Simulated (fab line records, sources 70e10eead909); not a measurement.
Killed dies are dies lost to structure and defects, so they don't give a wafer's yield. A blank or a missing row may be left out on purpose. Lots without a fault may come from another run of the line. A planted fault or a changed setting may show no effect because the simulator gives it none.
fab line records | flow nand_harc
record lots=5 wafers=14 last_day=23
route steps=1159 shown A_WL_FILL@822 END@1159
lots that met no fault: from a run of the same line without faults
start_h: hours from the record's first day to the start of the lot's first wafer shown | wait_h: hours since the lot's step before | " the same as in the row above | L1.1+2: a row that stands for several wafers | - no value, or no start given | * or withheld: withheld | < > ~ a bound
route shown NAME@n: a module of which the file shows steps, and the number in the route of the first | usual: mean/standard deviation of fault-free wafers | same: alike in all rows | chamber/n: place in a boat | sites: the reading at each site | _std_site: their standard deviation | _edge_site: outer sites' mean less inner sites' | radius_mm: how far each site lies from the wafer's centre | mask NAME#n: copy n | behind: the tool/chamber that last shaped the wafer | hold: why the lot was held/for how many hours/how that ended | device: the transistor (n, p or np) that didn't switch | end of line: the same wafers' tests at the end of the route | a step without rows: its recipe alone | killed: dies lost to structure and defects at the first sort, not the wafer's yield | map: a wafer's dies, x killed, . not, _ none there
set.NAME: the setting as run; set.NAME@STEP: as run at that earlier step | model.NAME: the simulator's own value behind a step, which no gauge read
lots at some steps of the route; a table a step, a row a wafer
services: from which hour (start_h, from the record's first day; less than 0 if before it) a tool's chamber was out of use, for how many hours, and why
## steps
# step NHARC_A_WL_FILL_ALD_10
# recipe target_thk_a=500 pulse_time_s=10 ald_cycles=500 temp_c=300 material=SiO2
# step NHARC_A_WL_FILL_ETCHBACK_16
# recipe target_depth_a=880 time_s=17.6 c4f8_flow_sccm=withheld o2_flow_sccm=8 ar_flow_sccm=withheld rf_w=600 bias_w=800 chemistry=C4F8/O2/Ar
# step NHARC_A_WL_FILL_STRIP_29
# recipe time_s=20 o2_flow_sccm=500 ar_flow_sccm=0 bias_w=0 chemistry=O2
# usual drypump_motor_current_A=5.6/0.37 mfc_ar_sccm=0.009/0.01 oes_product_au=1.000/0.0084 rf_vpp_V=57.8/0.99 showerhead_plenum_p_Torr=3.51/0.16 throttle_valve_pct=17.037/0.0089
# columns lot.wafer tool chamber start_h wait_h drypump_motor_current_A mfc_ar_sccm oes_product_au rf_hours_counter_h rf_vpp_V showerhead_plenum_p_Torr throttle_valve_pct
L579.2 rie_diel-04 1 367.76 0.1 6.0 0 1.002 3 58.7 3.41 17.030
L579.4 " 3 " " 5.5 0 0.992 3 59.1 3.45 17.046
L579.3 " 0 " " 5.3 0.015 0.982 3 59.4 3.77 17.028
L582.4 rie_diel-10 0 367.82 0.1 4.9 0.012 1.003 0 57.7 3.37 17.047
L582.3 " 2 " " 5.8 0 0.993 0 57.6 3.73 17.035
L582.5 " 3 " " 6.5 0 1.004 - 58.1 3.56 17.017
L590.6 rie_diel-04 3 436.51 0.1 5.4 0 0.991 - 58.2 3.45 17.055
L590.5 " 0 " " 5.3 0.015 0.999 - 59.4 3.76 17.040
L592.4 rie_diel-04 0 437.72 0.1 5.3 0.015 1.004 8 58.9 3.76 17.037
L592.3 " 2 " " 5.8 0.026 0.999 9 55.7 3.41 17.046
L592.2 " 3 " " 5.5 0 0.997 8 57.5 3.45 17.036
L595.3 rie_diel-11 0 460.73 0.1 5.6 0 0.994 3 56.4 3.30 17.024
L595.2 " 2 " " 5.6 0 1.002 3 57.8 3.35 17.050
L595.1 " 3 " " 6.1 0.026 1.007 3 58.8 3.76 17.045
# step NHARC_A_WL_FILL_ETCHBACK_17
# recipe target_depth_a=40 time_s=26.7 chemistry=Cl2/BCl3
# usual drypump_motor_current_A=5.77/0.22 oes_product_au=0.999/0.01
# columns lot.wafer tool chamber start_h wait_h drypump_motor_current_A oes_product_au rf_hours_counter_h
L579.2 rie_metal-02 1 367.87 - 5.88 1.013 4.3
L579.4 " 0 " " 5.66 0.994 -
L579.3 " 1 " " 5.88 0.997 -
L582.4 rie_metal-01 1 367.95 - 6.01 1.006 -
L582.3 " 0 " " 5.81 1.027 -
L582.5 " 0 " " 5.78 1.014 -
L590.5 rie_metal-03 0 436.67 - 5.83 0.996 -
L590.6 " 1 " " 5.35 1.001 -
L592.2 rie_metal-02 0 437.81 - 5.67 0.999 0.8
L592.4 " 0 " " 5.66 0.997 -
L592.3 " 1 " " 5.88 0.982 -
L595.1 rie_metal-02 0 460.82 - 5.66 1.010 2.3
L595.2 " 1 " " 5.88 0.990 2.3
L595.3 " 0 " " 5.67 1.003 -
# step NHARC_A_WL_FILL_PRECLEAN_18
# recipe time_s=30 chemistry=dHF
# step NHARC_A_WL_FILL_SRD_21
# step NHARC_A_WL_FILL_CVD_23
# recipe target_thk_a=400 temp_c=620 pressure_mtorr=200 time_s=800 material=poly-Si
# step NHARC_A_WL_FILL_ETCHBACK_26
# recipe target_depth_a=520 time_s=13.3 hbr_flow_sccm=150 rf_w=350 icp_w=350 bias_w=60 chemistry=HBr
# usual drypump_motor_current_A=5.5/0.46 oes_product_au=0.999/0.007 rf_fwd_power_W=342.9/1.6 throttle_valve_pct=23.267/0.0094
# columns lot.wafer tool chamber start_h wait_h drypump_motor_current_A oes_product_au rf_fwd_power_W rf_hours_counter_h throttle_valve_pct
L579.2 rie_si-01 3 373.20 0.4 4.9 1.006 341.6 0.3 23.262
L579.3 " 1 " " 5.0 0.997 343.8 0.2 23.256
L579.4 " 2 " " 5.5 1.008 342.0 0.3 23.269
L582.3 rie_si-02 1 373.22 0.4 5.6 1.003 345.0 1.2 23.292
L582.4 " 2 " " 5.8 0.991 340.9 1.3 23.247
L582.5 " 0 " " 6.5 1.012 343.0 - 23.252
L592.2 rie_si-02 3 441.89 0.4 5.4 1.001 342.3 0.3 23.278
L592.3 " 1 " " 5.6 0.990 344.5 0.3 23.261
L592.4 " 2 " " 5.9 1.005 343.7 0.3 23.280
L590.5 rie_si-01 3 441.94 0.4 4.9 1.011 343.0 - 23.261
L590.6 " 0 " " 5.4 1.008 342.2 - 23.274
L595.2 rie_si-01 0 465.91 0.4 5.4 1.003 343.5 0.9 23.282
L595.3 " 2 " " 5.5 1.001 341.1 0.9 23.257
L595.1 " 3 " " 4.9 1.011 343.2 1.0 23.273
# step NHARC_A_WL_FILL_PRECLEAN_30
# recipe time_s=10 chemistry=dHF
# step NHARC_A_WL_FILL_SRD_14
# step NHARC_A_WL_FILL_ALD_19
# recipe target_thk_a=20 pulse_time_s=3 ald_cycles=100 temp_c=450 material=TiN
# usual heater_power_w=1076/84 precursor_pulse_height_rel=0.999/0.02
# columns lot.wafer tool chamber start_h wait_h heater_power_w precursor_pulse_height_rel
L579.3 ald_metal-03 1 373.47 0.1 979 1.010
L579.4 " 2 " " 1178 1.023
L579.2 " 3 " " 1089 1.005
L582.4 ald_metal-04 0 373.49 0.1 1218 0.970
L582.3 " 2 " " 1173 0.975
L582.5 " 3 " " 1063 0.980
L592.2 ald_metal-02 3 442.15 0.1 1063 1.009
L592.4 " 0 " " 1065 1.004
L592.3 " 2 " " 1081 1.002
L590.5 ald_metal-04 2 442.23 0.2 1098 0.972
L590.6 " 3 " " 1070 0.985
L595.3 ald_metal-04 3 466.19 0.1 1063 0.974
L595.1 " 0 " " 1229 1.021
L595.2 " 2 " " 1114 1.005
# step NHARC_A_WL_FILL_CVD_20
# recipe target_thk_a=750 temp_c=300 pressure_torr=40 wf6_flow_sccm=40 h2_flow_sccm=1600 ar_flow_sccm=1560 time_s=5064 material=W
# usual heater_power_w=500/76 mfc_ar_sccm=1560/4.4 throttle_valve_pct=7.94/0.17
# columns lot.wafer tool chamber start_h wait_h heater_power_w mfc_ar_sccm throttle_valve_pct
L579.2 cvd_w-01 1 - - 609 1566 8.01
L579.3 " 1 " " 578 1554 7.77
L579.4 " 0 " " 470 1567 7.73
L582.4 cvd_w-02 1 - - 518 1565 8.33
L582.3 " 0 " " 396 1560 7.87
L582.5 " 1 " " 506 1552 8.40
L592.2 cvd_w-02 1 - - 528 1563 7.97
L592.4 " 1 " " 515 1561 7.85
L592.3 " 0 " " 412 1563 7.81
L590.6 cvd_w-01 1 - - 625 1553 8.03
L590.5 " 0 " " 483 1559 8.08
L595.2 cvd_w-01 0 - - 474 1555 7.72
L595.1 " 1 " " 601 1555 7.97
L595.3 " 0 " " 471 1555 7.76
# step NHARC_A_WL_FILL_CMP_12
# recipe t_overpolish_s=30 target_thk_nm=75
# usual motor_current_A=12.1/1.3 overpolish_run_s=30.000/0.0087 time_to_endpoint_s=15.3/2.4
# columns lot.wafer tool chamber start_h wait_h motor_current_A overpolish_run_s time_to_endpoint_s
L579.4 cmp-02 2 379.82 2.2 9.8 30.005 17.1
L579.2 " 3 " " 14.5 30.009 14.4
L579.3 " 1 " " 12.7 29.990 15.4
L582.4 cmp-04 2 379.87 2.9 12.1 29.995 17.9
L582.3 " 3 " " 11.8 30.009 16.3
L582.5 " 1 " " 11.1 30.003 15.9
L592.2 cmp-03 1 447.44 4.4 12.8 30.001 9.9
L592.3 " 2 " " 12.4 29.995 17.1
L592.4 " 3 " " 11.4 29.997 13.3
L590.6 cmp-02 0 447.52 1.5 12.4 30.005 15.9
L590.5 " 1 " " 13.1 29.979 5.1
L595.1 cmp-04 1 471.81 3.7 11.4 30.015 13.3
L595.3 " 2 " " 11.8 29.992 12.6
L595.2 " 3 " " 11.5 30.002 14.4
# step NHARC_END_SORT_01
# recipe temp_c=25
# usual killed_at_array=29/10 killed_at_other=0.7/1.1 killed_at_periphery=3.2/2.2 killed_dies=33/11 killed_open=3.5/1.8 killed_short=2.0/1.4
# same gross_dies=677
# columns lot.wafer tool chamber start_h wait_h killed_at_array killed_at_other killed_at_periphery killed_dies killed_open killed_short
L579.2 prober-01 0 475.40 2.8 20 0 2 22 2 3
L579.3 prober-01 0 476.19 3.1 25 0 2 27 3 2
L579.4 prober-01 0 476.98 3.4 35 0 2 37 2 4
L582.3 prober-01 0 483.92 3.1 16 0 5 21 3 5
L582.4 prober-01 0 484.72 3.4 28 0 3 31 4 3
L582.5 prober-01 0 485.52 3.7 19 1 12 32 2 3
L595.1 prober-02 0 558.65 2.5 39 0 5 44 2 0
L595.2 prober-02 0 559.46 2.8 39 0 5 44 5 3
L595.3 prober-02 0 560.26 3.1 45 1 3 49 3 2
# killed by level:class
L579.2 A_CHANNEL_HOLE_D1:chamber_film_flake=13 A_CONTACT:chamber_film_flake=2 P_CONTACT:geometric_particle:open=1 P_M0:geometric_particle:open=1 A_CHANNEL_HOLE_D1:geometric_particle:short=1 A_SGD_CUT:geometric_particle:short=1 A_WL_FILL:geometric_particle:short=1 A_CHANNEL_FILL_D1:chamber_film_flake=1
L579.3 A_CHANNEL_HOLE_D1:chamber_film_flake=15 A_STAIRCASE:chamber_film_flake=3 A_CONTACT:chamber_film_flake=2 P_M2:geometric_particle:open=1 A_CHANNEL_FILL_D1:geometric_particle:short=1 A_SGD_CUT:geometric_particle:short=1 A_WL_FILL:geometric_particle:open=1 A_CONTACT:geometric_particle:open=1
L579.4 A_CHANNEL_HOLE_D1:chamber_film_flake=17 A_STAIRCASE:chamber_film_flake=5 A_CONTACT:chamber_film_flake=4 A_WL_FILL:chamber_film_flake=2 P_CONTACT:geometric_particle:open=1 A_SOURCE_PLATE:geometric_particle:short=1 A_ONON_D1:geometric_particle:short=1 A_CHANNEL_HOLE_D1:geometric_particle:open=1
L582.3 A_SLIT:chamber_film_flake=6 A_SOURCE_PLATE:geometric_particle:short=2 A_M0:geometric_particle:short=2 P_BONDPAD:chamber_film_flake=2 A_CHANNEL_HOLE_D1:chamber_film_flake=2 P_GATE:geometric_particle:open=1 P_CONTACT:geometric_particle:open=1 A_CONTACT:geometric_particle:open=1
L582.4 A_SLIT:chamber_film_flake=12 A_CONTACT:chamber_film_flake=4 A_CHANNEL_HOLE_D1:chamber_film_flake=3 A_SOURCE_PLATE:geometric_particle:open=2 P_BONDPAD:chamber_film_flake=2 A_WL_FILL:chamber_film_flake=2 P_M1:geometric_particle:short=1 A_SOURCE_PLATE:geometric_particle:short=1
L582.5 P_BONDPAD:chamber_film_flake=8 A_SLIT:chamber_film_flake=5 A_STAIRCASE:chamber_film_flake=4 A_CHANNEL_HOLE_D1:chamber_film_flake=3 P_STI:chamber_film_flake=2 A_CONTACT:chamber_film_flake=2 A_ONON_D1:geometric_particle:short=1 A_SGD_CUT:geometric_particle:open=1
L595.1 A_SLIT:chamber_film_flake=17 A_CHANNEL_HOLE_D1:chamber_film_flake=16 P_M0:chamber_film_flake=4 A_CONTACT:chamber_film_flake=4 A_ONON_D1:geometric_particle:open=2 P_STI:chamber_film_flake=1
L595.2 A_CHANNEL_HOLE_D1:chamber_film_flake=17 A_SLIT:chamber_film_flake=13 A_CONTACT:chamber_film_flake=3 A_CONTACT:geometric_particle:open=2 P_M0:chamber_film_flake=2 P_GATE:geometric_particle:open=1 P_GATE:geometric_particle:short=1 A_SOURCE_PLATE:geometric_particle:short=1
L595.3 A_SLIT:chamber_film_flake=18 A_CHANNEL_HOLE_D1:chamber_film_flake=16 A_CONTACT:chamber_film_flake=4 P_M0:chamber_film_flake=2 A_ZERO_WELL:chamber_film_flake=2 A_ONON_D1:geometric_particle:open=1 A_CHANNEL_FILL_D1:geometric_particle:short=1 A_CONTACT:geometric_particle:open=1
## services
# columns tool chamber start_h hours kind
rie_metal-02 - 345.89 0.8 repair
rie_diel-10 - 350.79 3.0 repair
cmp-03 - 352.00 4.0 pm
cvd_w-01 - 363.77 0.2 repair
ald_metal-02 - 364.00 10.0 pm
ald_metal-03 - 364.20 0.6 repair
rie_diel-11 - 366.63 9.0 pm
rie_si-02 1 369.26 1.7 repair
rie_diel-10 - 375.63 0.8 repair
cvd_w-02 - 379.08 13.0 pm
rie_metal-02 - 388.00 9.0 pm
rie_si-02 - 388.00 9.0 pm
ald_metal-04 - 390.74 2.7 repair
cmp-04 - 399.07 4.0 pm
ald_metal-04 - 406.00 10.0 pm
rie_si-01 - 411.85 0.4 repair
cmp-02 - 415.29 1.5 repair
ald_metal-04 - 417.38 0.8 repair
cmp-02 - 422.56 4.0 pm
rie_metal-02 - 429.58 0.5 repair
ald_metal-04 1 435.85 26.4 repair
cmp-04 - 461.21 1.9 repair
rie_diel-04 - 465.90 9.0 pm
cmp-04 - 466.23 4.2 repair
## key
first_sign step=NHARC_A_WL_FILL_CMP_12 reading=time_to_endpoint_s direction=down sigmas=4.3 usual=* struck=*
effect none on later readings
met_at NHARC_A_WL_FILL_CMP_12
struck_wafers L590.5
tester_left_out L590
onset_between 379.82 447.52
fault kind=process_parameter_drift tool=cmp-02 chamber=- onset_h=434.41 steps=NHARC_A_WL_FILL_CMP_12 channel=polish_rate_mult offset=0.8 shape=step end_h=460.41 scope=struck_wafers_only
# tester_left_out: of these lots the tester's yield and bins aren't shown, on N5 and GAA mostly nor the transistor test; their killed dies are dies lost to structure and defects alone, not to doping, threshold or leakage, so they don't give the yield
